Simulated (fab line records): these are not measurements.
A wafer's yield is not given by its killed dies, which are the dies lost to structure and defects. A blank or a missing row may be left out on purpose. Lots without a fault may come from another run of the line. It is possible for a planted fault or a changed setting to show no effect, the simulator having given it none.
Comparing a struck lot with a sound one / flow n5Finfet / 15 steps out of a route of 1938
Sound: wafers L544.2, L544.3, L544.6. Struck: wafer L558.6 (L558.4, L558.5, from the same lot, were not struck and are left out); the cause is given at the end.
Per side, at each step with rows, come the tool, then ch with its chambers, and then its first start. Under that, the readings that differ: sound wafers / struck wafers / difference of the means / sigmas: that difference in standard deviations of wafers without a fault.
alike: readings whose means differ by less than 2 such deviations, and words and numbers that are the same on both sides. not compared: withheld readings, readings that some wafer has no value for, bounds like >300 that may hide the same value, and numbers for which the record gives no deviation and whose values overlap.
Wherever a step has rows on one side only, a row that says differs or no value, or a row with sigmas, the two part there. Non-overlapping numbers with no deviation appear without sigmas and do not part them. A reading that every wafer of one side lacks parts them only if that side has two wafers or more.

first, 8 steps without rows for these wafers: N5_BEOL_M11_COAT_63 (time 60 s, resist thk 100 nm); N5_BEOL_M11_COAT_64 (time 60 s, resist thk 30 nm); N5_BEOL_M11_COAT_22 (resist thk 90 nm); N5_BEOL_M11_EBR_24; N5_BEOL_M11_SOFTBAKE_23 (time 60 s); N5_BEOL_M11_EXPOSE_25 (exposes mask V10); N5_BEOL_M11_PEB_26 (peb time 60 s); N5_BEOL_M11_DEVELOP_27 (develop time 30 s).
N5_BEOL_M11_CD_MEAS_28: the cd target is 70 nm.
  sound on cdSem-02 ch 0, day 11 17:52; struck on cdSem-03 ch 0, day 14 21:40
  alike: cdNm
N5_BEOL_M11_OVL_MEAS_29:
  sound on overlay-02 ch 0, day 11 17:53; struck on overlay-01 ch 0, day 14 21:42
  alike: V10_OVL
N5_BEOL_M11_INSPECT_30: inspects for defects (brightfield).
  sound: defectInspect-02 at day 11 17:55; struck: defectInspect-01 at day 14 21:43
  alike: rawDefectCount
N5_BEOL_M11_DESCUM_33: chemistry O2, time 7.9 s.
  sound on rieDiel-06 ch 0,1,2, day 11 17:57; struck on rieDiel-06 ch 3, day 14 21:46
  alike: biasPowerW, drypumpMotorCurrentA, oesProductAu, rfVppV, showerheadPlenumPTorr, throttleValvePct
  not compared: rfHoursCounterH
N5_BEOL_M11_ETCH_65: etches SiARC in CF4, target depth 39 nm, time 65 s.
  sound on rieDiel-06 ch 0,1,2, day 11 17:59; struck on rieDiel-06 ch 3, day 14 21:49
reading=etchRfOnTimeS (s); sound=66.0 67.2 63.8; struck=45.2; difference=-20.5; sigmas=-17
reading=oesProductAu (a.u.); sound=0.64 0.61 0.72; struck=0.84; difference=+0.18; sigmas=+3
  alike: drypumpMotorCurrentA, mfcArSccm, rfVppV, showerheadPlenumPTorr, throttleValvePct
  not compared: rfHoursCounterH
N5_BEOL_M11_ETCH_66: etches SOC in N2/H2, target depth 120 nm, overetch 24 nm, time 180 s.
  sound on rieDiel-06 ch 0,1,2, day 11 18:02; struck on rieDiel-06 ch 3, day 14 21:54
  alike: drypumpMotorCurrentA, oesProductAu, rfVppV, showerheadPlenumPTorr, throttleValvePct
  not compared: rfHoursCounterH
N5_PASSIVATION_PROBE_49:
  sound wafers here have rows in the record (prober-02, day 13 11:44); struck ones have none

WHERE THEY PART
At N5_BEOL_M11_ETCH_65 first; at N5_PASSIVATION_PROBE_49 last (within this record only).

WHY: the cause the simulator had injected
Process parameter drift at N5_BEOL_M11_ETCH_65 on rieDiel-06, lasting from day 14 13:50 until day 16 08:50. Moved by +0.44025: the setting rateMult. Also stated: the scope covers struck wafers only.
